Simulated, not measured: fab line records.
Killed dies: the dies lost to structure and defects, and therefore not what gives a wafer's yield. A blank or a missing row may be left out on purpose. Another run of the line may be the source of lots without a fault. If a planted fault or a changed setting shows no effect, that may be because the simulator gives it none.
Struck lot and sound lot, side by side | flow n5 finfet | 17 out of 1938 route steps
Sound: wafers L866.3, L866.4, L866.6. Wafers struck: L875.3, L875.4, L875.5. The cause is named last.
At each step with rows: each side's tool, then ch and its chambers, then its first start. Under that, the readings that differ: sound wafers | struck wafers | difference of the means | sigmas: that difference in standard deviations of wafers without a fault.
alike: same words and numbers on both sides, and readings whose means sit less than 2 such deviations apart. not compared: any withheld reading, any reading some wafer has no value for, any bound like >300 that may hide the same value, and any number with overlapping values for which the record gives no deviation.
The two part at a step that has a row with sigmas, a row that says differs or no value, or rows on one side only. Numbers that have no deviation but don't overlap get no sigmas and don't part them. A reading missing from all wafers of one side parts the sides only when that side holds two or more wafers.

first, 11 steps without rows for these wafers: N5_MOL_CONTACT_COAG_VIA_ETCH_117 (etches SiO2 in C4F6/O2, target depth 40 nm, overetch 8 nm, time 26 s); N5_MOL_CONTACT_COAG_ETCH_124 (etches SiNx in CH3F/O2, stops on SiOC, target depth 6.5 nm); N5_MOL_CONTACT_COAG_ETCH_48 (etches SiOC in C4F6/O2, target depth 15 nm, overetch 4.5 nm, time 17 s); N5_MOL_CONTACT_COAG_STRIP_72 (strips in N2/H2); N5_MOL_CONTACT_COAG_STRIP_49 (strips in N2/H2, time 30 s); N5_MOL_CONTACT_COAG_PRECLEAN_138 (cleans in alkaline clean, time 60 s); N5_MOL_CONTACT_COAG_SRD_139 (time 30 s); N5_MOL_CONTACT_COAG_PRE_CLEAN_121; N5_MOL_CONTACT_COAG_CVD_140 (deposits W, target thk 66.5 nm, time 215 s); N5_MOL_CONTACT_COAG_PRECLEAN_127 (cleans in DIW, time 57.5 s); N5_MOL_CONTACT_COAG_SRD_128 (dry time 32 s).
N5_MOL_CONTACT_COAG_CMP_52: polishes, stops on SiO2, t overpolish 1.5 s, target thk 66.5 nm.
  sound on cmp-01 ch 1,2, day 6 04:10; struck on cmp-01 ch 0,2, day 8 03:58
  no value came back on the struck wafers for any of 6 readings (edge zone pressure frac, head pressure psi (psi) and others); on the sound wafers edge zone pressure frac reads 0.996 1.005 0.993
N5_MOL_CONTACT_COAG_THK_MEAS_53:
  sound: film metro-01 at day 6 04:26; struck: film metro-01 at day 8 04:16
  reading          | sound          | struck | difference                    | sigmas
  VIA_MOL_THK (nm) | 43.6 44.4 43.6 | - - -  | no value on the struck wafers |
then, 1 step without rows for these wafers: N5_MOL_CONTACT_COAG_ANNEAL_112 (time 1800 s).
N5_MOL_CONTACT_COAG_INSPECT_97: inspects for defects (darkfield).
  sound: defect inspect-01 at day 6 07:31; struck: defect inspect-01 at day 8 07:22
  reading          | sound    | struck         | difference | sigmas
  raw defect count | 77 69 60 | 1324 1254 1228 | +1200      | +63
N5_BEOL_M4_RC_MEAS_101:
  the record has rows for the sound wafers here (prober-02 ch 0, day 8 10:46) and none for the struck ones
-- record jumps: 7 days separate the struck wafers' starts on either side; left off in module BEOL_M4, taken up again in module PASSIVATION, whose first shown step is the route's number 1936 --
N5_PASSIVATION_PROBE_49:
  record: rows for the struck wafers here (prober-02, day 15 03:31), none for the sound ones

== WHERE THEY PART ==
First at N5_MOL_CONTACT_COAG_CMP_52; last, within this record, at N5_PASSIVATION_PROBE_49.

WHY: the cause the simulator had injected
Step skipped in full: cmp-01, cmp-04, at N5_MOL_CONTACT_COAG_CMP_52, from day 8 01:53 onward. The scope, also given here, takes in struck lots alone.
